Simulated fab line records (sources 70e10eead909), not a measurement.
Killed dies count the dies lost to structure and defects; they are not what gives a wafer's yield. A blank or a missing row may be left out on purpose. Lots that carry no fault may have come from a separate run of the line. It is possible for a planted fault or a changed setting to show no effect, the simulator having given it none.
Struck lot and sound lot, side by side :: flow nand_harc :: 20 steps out of a route of 1159
Sound: these wafers, L806.3, L806.5, L806.6. Wafers L813.2, L813.3, L813.6 were the ones struck. The cause is named last.
For every step that has rows: the tool of each side, followed by ch and its chambers, followed by its first start. Under that, the readings that differ: sound wafers :: struck wafers :: difference of the means :: sigmas: that difference in standard deviations of wafers without a fault.
alike: readings whose means differ by less than 2 such deviations, and words and numbers that are the same on both sides. not compared: withheld readings, readings that some wafer has no value for, bounds like >300 that may hide the same value, and numbers for which the record gives no deviation and whose values overlap.
Wherever a step has rows on one side only, a row that says differs or no value, or a row with sigmas, the two part there. Numbers that don't overlap but have no deviation are shown without sigmas and don't part them. A reading that every wafer of one side lacks parts them only if that side has two wafers or more.

NHARC_P_GATE_CD_MEAS_59 targets a cd of 720 nm.
  sound on cd_sem-03 ch 0, day 5 21:05; struck on cd_sem-01 ch 0, day 7 12:53
  alike: cd_nm
then, 1 step without rows for these wafers: NHARC_P_GATE_HARDBAKE_60 (time 80 s).
NHARC_P_GATE_DESCUM_61: chemistry O2, time 3 s.
  sound on rie_diel-11 ch 2,3, day 5 21:14; struck on rie_diel-11 ch 0,2, day 7 13:03
  alike: drypump_motor_current_A, o2_flow_sccm, oes_product_au, rf_vpp_V, showerhead_plenum_p_Torr, throttle_valve_pct
  not compared: rf_hours_counter_h
next, for these wafers, 1 step has no rows: NHARC_P_GATE_IMPLANT_62.
NHARC_P_GATE_STRIP_112: strips in N2/H2, time 200 s.
  sound on plasma_asher-01 ch 0,1, day 5 21:44; struck on plasma_asher-01 ch 0,1, day 7 13:43
  alike: drypump_motor_current_A, heater_power_w
  not compared: rf_hours_counter_h
NHARC_P_GATE_STRIP_76: strips in O2.
  sound on plasma_asher-01 ch 0,1, day 5 21:54; struck on plasma_asher-01 ch 0,1, day 7 13:59
  alike: drypump_motor_current_A, heater_power_w
  not compared: rf_hours_counter_h
then, 6 steps without rows for these wafers: NHARC_P_GATE_STRIP_63 (strips in SPM, time 900 s); NHARC_P_GATE_DEHYDRATE_83 (time 120 s); NHARC_P_GATE_HMDS_84 (time 30 s); NHARC_P_GATE_COAT_85; NHARC_P_GATE_SOFTBAKE_86 (time 95 s); NHARC_P_GATE_EBR_87.
NHARC_P_GATE_EXPOSE_88: exposes mask P HVN, target cd 2000 nm.
  sound on krf_scanner-01 ch 0, day 5 22:38; struck on krf_scanner-04 ch 0, day 7 14:45
reading: mask
sound: P_HVN#0 P_HVN#0 P_HVN#0
struck: P_HVN_R1#0 P_HVN_R1#0 P_HVN_R1#0
difference: differs
sigmas: 
  alike: stage_vel_mm_s
then, 2 steps without rows for these wafers: NHARC_P_GATE_PEB_89 (peb time 85 s); NHARC_P_GATE_DEVELOP_90 (time 70 s).
NHARC_P_GATE_CD_MEAS_91 targets a cd of 2000 nm.
  sound on cd_sem-01 ch 0, day 5 22:47; struck on cd_sem-01 ch 0, day 7 14:54
reading: cd_nm (nm)
sound: 2000.3 1999.5 2001.2
struck: 1927.9 1926.4 1925.6
difference: -73.7
sigmas: -46
then, 1 step without rows for these wafers: NHARC_P_GATE_HARDBAKE_92 (time 80 s).
NHARC_P_GATE_DESCUM_93: chemistry O2, time 3 s.
  sound on rie_diel-09 ch 0,1,3, day 5 22:58; struck on rie_diel-09 ch 2,3, day 7 15:04
reading: model.P_GATE.cd_nm (nm)
sound: 2001 2000 2001
struck: 1928 1927 1926
difference: -74
sigmas: 
  alike: drypump_motor_current_A, o2_flow_sccm, oes_product_au, rf_vpp_V, showerhead_plenum_p_Torr, throttle_valve_pct
  not compared: rf_hours_counter_h
next, for these wafers, 1 step has no rows: NHARC_P_GATE_IMPLANT_94.
-- the record jumps here: 14 days lie between the struck wafers' starts before and after (it left off in module P_GATE and takes up again in module END, whose first step shown is number 1159 of the route) --
NHARC_END_SORT_01:
  the record has rows for the struck wafers here (prober-01 ch 0, day 21 09:57) and none for the sound ones

== WHERE THEY PART ==
Last at NHARC_END_SORT_01 as far as this record goes, first at NHARC_P_GATE_EXPOSE_88.

WHY: the cause the simulator had injected
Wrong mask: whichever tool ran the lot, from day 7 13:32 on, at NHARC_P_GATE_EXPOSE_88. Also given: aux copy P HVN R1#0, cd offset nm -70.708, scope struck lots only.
